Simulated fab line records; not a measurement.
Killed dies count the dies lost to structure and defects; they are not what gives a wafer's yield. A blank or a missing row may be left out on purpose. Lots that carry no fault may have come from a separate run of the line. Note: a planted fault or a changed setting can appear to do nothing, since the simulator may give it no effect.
Which tool did it? / flow nand-harc / 12 lots, 36 wafers sampled, at 4 steps of a route of 1302

WHAT THE GAUGES SHOWED, per wafer
No reading from a measuring or inspecting step in the record can be judged against a usual standard deviation.

TOOL THAT RAN EACH LOT (tool first, then ch and the chambers of the sampled wafers, then the start)
lot=L779; NHARC_P_GATE_DESCUM_93=rie-diel-10 ch 1,3, day 5 14:20; NHARC_P_GATE_DEGAS_109=pvd-sputter-03, day 5 16:17; NHARC_P_CONTACT_SOFTBAKE_07=litho-track-06 ch 0, day 5 18:00; NHARC_P_CONTACT_ETCH_36=rie-diel-01 ch 0,1,3, no start
lot=L780; NHARC_P_GATE_DESCUM_93=rie-diel-10 ch 0,1, day 5 21:50; NHARC_P_GATE_DEGAS_109=pvd-sputter-01, day 5 23:48; NHARC_P_CONTACT_SOFTBAKE_07=litho-track-04 ch 0, day 6 01:00; NHARC_P_CONTACT_ETCH_36=rie-diel-05 ch 1,2, no start
lot=L782; NHARC_P_GATE_DESCUM_93=rie-diel-08 ch 1,3, day 6 20:16; NHARC_P_GATE_DEGAS_109=pvd-sputter-01, day 6 22:13; NHARC_P_CONTACT_SOFTBAKE_07=litho-track-01 ch 0, day 7 00:00; NHARC_P_CONTACT_ETCH_36=rie-diel-12 ch 1,2,3, no start
lot=L783; NHARC_P_GATE_DESCUM_93=rie-diel-07 ch 0,1,3, day 7 19:15; NHARC_P_GATE_DEGAS_109=pvd-sputter-01, day 7 21:12; NHARC_P_CONTACT_SOFTBAKE_07=litho-track-01 ch 0, day 7 23:00; NHARC_P_CONTACT_ETCH_36=rie-diel-12 ch 0,1,2, no start
lot=L785; NHARC_P_GATE_DESCUM_93=rie-diel-08 ch 1,3, day 8 13:21; NHARC_P_GATE_DEGAS_109=pvd-sputter-03, day 8 15:19; NHARC_P_CONTACT_SOFTBAKE_07=litho-track-04 ch 0, day 8 17:00; NHARC_P_CONTACT_ETCH_36=rie-diel-01 ch 0,2, no start
lot=L786; NHARC_P_GATE_DESCUM_93=rie-diel-07 ch 0,3, day 9 00:10; NHARC_P_GATE_DEGAS_109=pvd-sputter-02, day 9 02:10; NHARC_P_CONTACT_SOFTBAKE_07=litho-track-06 ch 0, day 9 04:00; NHARC_P_CONTACT_ETCH_36=rie-diel-12 ch 0,3, no start
lot=L788; NHARC_P_GATE_DESCUM_93=rie-diel-10 ch 1,2,3, day 9 19:19; NHARC_P_GATE_DEGAS_109=pvd-sputter-02, day 9 21:16; NHARC_P_CONTACT_SOFTBAKE_07=litho-track-01 ch 0, day 9 23:00; NHARC_P_CONTACT_ETCH_36=rie-diel-12 ch 1,2,3, no start
lot=L789; NHARC_P_GATE_DESCUM_93=rie-diel-08 ch 0,1,3, day 10 03:02; NHARC_P_GATE_DEGAS_109=pvd-sputter-03, day 10 04:58; NHARC_P_CONTACT_SOFTBAKE_07=litho-track-01 ch 0, day 10 07:00; NHARC_P_CONTACT_ETCH_36=rie-diel-12 ch 0,1,2, no start
lot=L790; NHARC_P_GATE_DESCUM_93=rie-diel-08 ch 0,1,3, day 10 09:10; NHARC_P_GATE_DEGAS_109=pvd-sputter-03, day 10 11:07; NHARC_P_CONTACT_SOFTBAKE_07=litho-track-01 ch 0, day 10 13:00; NHARC_P_CONTACT_ETCH_36=rie-diel-12 ch 0,2, no start
lot=L795; NHARC_P_GATE_DESCUM_93=rie-diel-08 ch 1,2,3, day 12 16:41; NHARC_P_GATE_DEGAS_109=pvd-sputter-02, day 12 18:37; NHARC_P_CONTACT_SOFTBAKE_07=litho-track-01 ch 0, day 12 20:00; NHARC_P_CONTACT_ETCH_36=rie-diel-12 ch 0,2,3, no start
lot=L799; NHARC_P_GATE_DESCUM_93=rie-diel-07 ch 1,3, day 14 01:44; NHARC_P_GATE_DEGAS_109=pvd-sputter-02, day 14 03:40; NHARC_P_CONTACT_SOFTBAKE_07=litho-track-01 ch 0, day 14 05:00; NHARC_P_CONTACT_ETCH_36=rie-diel-12 ch 0,2,3, no start
lot=L802; NHARC_P_GATE_DESCUM_93=rie-diel-08 ch 1,2,3, day 15 10:53; NHARC_P_GATE_DEGAS_109=pvd-sputter-01, day 15 13:17; NHARC_P_CONTACT_SOFTBAKE_07=litho-track-04 ch 0, day 15 15:00; NHARC_P_CONTACT_ETCH_36=rie-diel-05 ch 0,1,2, no start
- NHARC_P_GATE_DESCUM_93: chemistry O2, time 3 s.
- NHARC_P_GATE_DEGAS_109: time 60 s.
- NHARC_P_CONTACT_SOFTBAKE_07: time 55 s.
- NHARC_P_CONTACT_ETCH_36: etches the open film in N2/H2, target depth 260 nm, time 406.25 s.

WHAT THE TOOLS THEMSELVES READ (means of the sampled wafers that have a number; where no wafer has one, the mark that the record gives instead)
NHARC_P_GATE_DESCUM_93. Usual: chamber-pressure-mTorr 59.99 mTorr, standard deviation 0.048; drypump-motor-current-A 5.9 A, standard deviation 0.35; oes-product-au 1.004 a.u., standard deviation 0.011; rf-vpp-V 57.4 V, standard deviation 0.85; showerhead-plenum-p-Torr 1.84 Torr, standard deviation 0.067; throttle-valve-pct 11.311 %, standard deviation 0.0097.
lot=L779; tool=rie-diel-10; chamber-pressure-mTorr (mTorr)=59.95; drypump-motor-current-A (A)=6.2; oes-product-au (a.u.)=0.998; rf-vpp-V (V)=56.8; showerhead-plenum-p-Torr (Torr)=1.79; throttle-valve-pct (%)=11.312; flag=
lot=L780; tool=rie-diel-10; chamber-pressure-mTorr (mTorr)=59.96; drypump-motor-current-A (A)=6.3; oes-product-au (a.u.)=1.014; rf-vpp-V (V)=56.9; showerhead-plenum-p-Torr (Torr)=1.81; throttle-valve-pct (%)=11.311; flag=
lot=L782; tool=rie-diel-08; chamber-pressure-mTorr (mTorr)=59.96; drypump-motor-current-A (A)=5.4; oes-product-au (a.u.)=1.003; rf-vpp-V (V)=57.9; showerhead-plenum-p-Torr (Torr)=1.89; throttle-valve-pct (%)=11.308; flag=
lot=L783; tool=rie-diel-07; chamber-pressure-mTorr (mTorr)=60.01; drypump-motor-current-A (A)=5.9; oes-product-au (a.u.)=1.002; rf-vpp-V (V)=57.7; showerhead-plenum-p-Torr (Torr)=1.93; throttle-valve-pct (%)=11.325; flag=
lot=L785; tool=rie-diel-08; chamber-pressure-mTorr (mTorr)=59.98; drypump-motor-current-A (A)=5.4; oes-product-au (a.u.)=1.012; rf-vpp-V (V)=57.3; showerhead-plenum-p-Torr (Torr)=1.89; throttle-valve-pct (%)=11.304; flag=
lot=L786; tool=rie-diel-07; chamber-pressure-mTorr (mTorr)=60.03; drypump-motor-current-A (A)=5.7; oes-product-au (a.u.)=0.992; rf-vpp-V (V)=58.0; showerhead-plenum-p-Torr (Torr)=1.94; throttle-valve-pct (%)=11.312; flag=
lot=L788; tool=rie-diel-10; chamber-pressure-mTorr (mTorr)=60.00; drypump-motor-current-A (A)=6.2; oes-product-au (a.u.)=1.001; rf-vpp-V (V)=57.1; showerhead-plenum-p-Torr (Torr)=1.79; throttle-valve-pct (%)=11.316; flag=
lot=L789; tool=rie-diel-08; chamber-pressure-mTorr (mTorr)=59.99; drypump-motor-current-A (A)=5.6; oes-product-au (a.u.)=1.010; rf-vpp-V (V)=57.2; showerhead-plenum-p-Torr (Torr)=1.85; throttle-valve-pct (%)=11.316; flag=
lot=L790; tool=rie-diel-08; chamber-pressure-mTorr (mTorr)=60.02; drypump-motor-current-A (A)=5.6; oes-product-au (a.u.)=1.004; rf-vpp-V (V)=57.3; showerhead-plenum-p-Torr (Torr)=1.85; throttle-valve-pct (%)=11.313; flag=
lot=L795; tool=rie-diel-08; chamber-pressure-mTorr (mTorr)=60.01; drypump-motor-current-A (A)=5.5; oes-product-au (a.u.)=1.006; rf-vpp-V (V)=58.1; showerhead-plenum-p-Torr (Torr)=1.85; throttle-valve-pct (%)=11.304; flag=
lot=L799; tool=rie-diel-07; chamber-pressure-mTorr (mTorr)=60.00; drypump-motor-current-A (A)=5.8; oes-product-au (a.u.)=1.006; rf-vpp-V (V)=57.4; showerhead-plenum-p-Torr (Torr)=1.91; throttle-valve-pct (%)=11.314; flag=
lot=L802; tool=rie-diel-08; chamber-pressure-mTorr (mTorr)=59.97; drypump-motor-current-A (A)=5.5; oes-product-au (a.u.)=1.003; rf-vpp-V (V)=57.6; showerhead-plenum-p-Torr (Torr)=1.84; throttle-valve-pct (%)=11.313; flag=

NHARC_P_GATE_DEGAS_109. Usual: 465 W for heater-power-w, sd 45.
lot=L779; tool=pvd-sputter-03; heater-power-w (W)=411; flag=
lot=L780; tool=pvd-sputter-01; heater-power-w (W)=470; flag=
lot=L782; tool=pvd-sputter-01; heater-power-w (W)=476; flag=
lot=L783; tool=pvd-sputter-01; heater-power-w (W)=459; flag=
lot=L785; tool=pvd-sputter-03; heater-power-w (W)=463; flag=
lot=L786; tool=pvd-sputter-02; heater-power-w (W)=469; flag=
lot=L788; tool=pvd-sputter-02; heater-power-w (W)=467; flag=
lot=L789; tool=pvd-sputter-03; heater-power-w (W)=433; flag=
lot=L790; tool=pvd-sputter-03; heater-power-w (W)=431; flag=
lot=L795; tool=pvd-sputter-02; heater-power-w (W)=454; flag=
lot=L799; tool=pvd-sputter-02; heater-power-w (W)=465; flag=
lot=L802; tool=pvd-sputter-01; heater-power-w (W)=467; flag=

NHARC_P_CONTACT_SOFTBAKE_07. Usual: 188.45 W for heater-power-total-W, sd 0.13.
lot=L779; tool=litho-track-06; heater-power-total-W (W)=188.49; flag=
lot=L780; tool=litho-track-04; heater-power-total-W (W)=188.46; flag=
lot=L782; tool=litho-track-01; heater-power-total-W (W)=188.38; flag=
lot=L783; tool=litho-track-01; heater-power-total-W (W)=188.44; flag=
lot=L785; tool=litho-track-04; heater-power-total-W (W)=188.54; flag=
lot=L786; tool=litho-track-06; heater-power-total-W (W)=188.38; flag=
lot=L788; tool=litho-track-01; heater-power-total-W (W)=188.33; flag=
lot=L789; tool=litho-track-01; heater-power-total-W (W)=188.35; flag=
lot=L790; tool=litho-track-01; heater-power-total-W (W)=188.42; flag=
lot=L795; tool=litho-track-01; heater-power-total-W (W)=233.31; flag=OFF
lot=L799; tool=litho-track-01; heater-power-total-W (W)=233.41; flag=OFF
lot=L802; tool=litho-track-04; heater-power-total-W (W)=188.52; flag=

NHARC_P_CONTACT_ETCH_36. Usual: chamber-pressure-mTorr 29.998 mTorr, standard deviation 0.026; drypump-motor-current-A 5.8 A, standard deviation 0.35; oes-product-au 1.003 a.u., standard deviation 0.014; rf-vpp-V 431.6 V, standard deviation 2; showerhead-plenum-p-Torr 2.08 Torr, standard deviation 0.067; throttle-valve-pct 14.171 %, standard deviation 0.0085.
lot=L779; tool=rie-diel-01; chamber-pressure-mTorr (mTorr)=30.001; drypump-motor-current-A (A)=5.8; oes-product-au (a.u.)=1.011; rf-vpp-V (V)=430.9; showerhead-plenum-p-Torr (Torr)=2.08; throttle-valve-pct (%)=14.168; flag=
lot=L780; tool=rie-diel-05; chamber-pressure-mTorr (mTorr)=29.997; drypump-motor-current-A (A)=5.8; oes-product-au (a.u.)=1.013; rf-vpp-V (V)=431.8; showerhead-plenum-p-Torr (Torr)=2.11; throttle-valve-pct (%)=14.180; flag=
lot=L782; tool=rie-diel-12; chamber-pressure-mTorr (mTorr)=30.024; drypump-motor-current-A (A)=5.8; oes-product-au (a.u.)=1.003; rf-vpp-V (V)=432.9; showerhead-plenum-p-Torr (Torr)=2.13; throttle-valve-pct (%)=14.169; flag=
lot=L783; tool=rie-diel-12; chamber-pressure-mTorr (mTorr)=30.008; drypump-motor-current-A (A)=5.9; oes-product-au (a.u.)=1.004; rf-vpp-V (V)=432.2; showerhead-plenum-p-Torr (Torr)=2.10; throttle-valve-pct (%)=14.169; flag=
lot=L785; tool=rie-diel-01; chamber-pressure-mTorr (mTorr)=29.999; drypump-motor-current-A (A)=5.1; oes-product-au (a.u.)=1.013; rf-vpp-V (V)=429.0; showerhead-plenum-p-Torr (Torr)=1.99; throttle-valve-pct (%)=14.176; flag=
lot=L786; tool=rie-diel-12; chamber-pressure-mTorr (mTorr)=29.999; drypump-motor-current-A (A)=5.8; oes-product-au (a.u.)=1.010; rf-vpp-V (V)=429.7; showerhead-plenum-p-Torr (Torr)=2.02; throttle-valve-pct (%)=14.170; flag=
lot=L788; tool=rie-diel-12; chamber-pressure-mTorr (mTorr)=30.015; drypump-motor-current-A (A)=5.8; oes-product-au (a.u.)=1.006; rf-vpp-V (V)=432.8; showerhead-plenum-p-Torr (Torr)=2.13; throttle-valve-pct (%)=14.176; flag=
lot=L789; tool=rie-diel-12; chamber-pressure-mTorr (mTorr)=29.977; drypump-motor-current-A (A)=5.9; oes-product-au (a.u.)=1.013; rf-vpp-V (V)=432.1; showerhead-plenum-p-Torr (Torr)=2.10; throttle-valve-pct (%)=14.166; flag=
lot=L790; tool=rie-diel-12; chamber-pressure-mTorr (mTorr)=29.976; drypump-motor-current-A (A)=5.9; oes-product-au (a.u.)=1.019; rf-vpp-V (V)=430.4; showerhead-plenum-p-Torr (Torr)=2.04; throttle-valve-pct (%)=14.170; flag=
lot=L795; tool=rie-diel-12; chamber-pressure-mTorr (mTorr)=29.998; drypump-motor-current-A (A)=5.8; oes-product-au (a.u.)=1.002; rf-vpp-V (V)=430.8; showerhead-plenum-p-Torr (Torr)=2.07; throttle-valve-pct (%)=14.170; flag=
lot=L799; tool=rie-diel-12; chamber-pressure-mTorr (mTorr)=30.003; drypump-motor-current-A (A)=5.8; oes-product-au (a.u.)=1.011; rf-vpp-V (V)=431.6; showerhead-plenum-p-Torr (Torr)=2.06; throttle-valve-pct (%)=14.161; flag=
lot=L802; tool=rie-diel-05; chamber-pressure-mTorr (mTorr)=29.987; drypump-motor-current-A (A)=5.8; oes-product-au (a.u.)=0.987; rf-vpp-V (V)=431.9; showerhead-plenum-p-Torr (Torr)=2.08; throttle-valve-pct (%)=14.168; flag=

THE ANSWER, worked out from the rows above alone
Rule: a lot is off if the mean of its wafers that have a number lies more than 3 standard deviations from the usual mean. A lot without any number at a reading at which 4 lots or more have one is off too. Any other lot the step has rows for is counted as sound. After the gauges, taken in route order, come the tools' own readings; for these a lot's mean is taken, as printed above. The first step at which some lot is off is used, and at that step the reading that is off furthest; a lot without a number counts as furthest.
Off: L795, L799, at NHARC_P_CONTACT_SOFTBAKE_07 (heater-power-total-W).
A tool fits if, at that step or a process step before it, it ran every lot that is off, and no sound lot after the first of them. 2 tools fit, pvd-sputter-02 at NHARC_P_GATE_DEGAS_109 and litho-track-01 at NHARC_P_CONTACT_SOFTBAKE_07, so this cannot tell which one it is.

WHAT WAS PUT IN BY THE SIMULATOR
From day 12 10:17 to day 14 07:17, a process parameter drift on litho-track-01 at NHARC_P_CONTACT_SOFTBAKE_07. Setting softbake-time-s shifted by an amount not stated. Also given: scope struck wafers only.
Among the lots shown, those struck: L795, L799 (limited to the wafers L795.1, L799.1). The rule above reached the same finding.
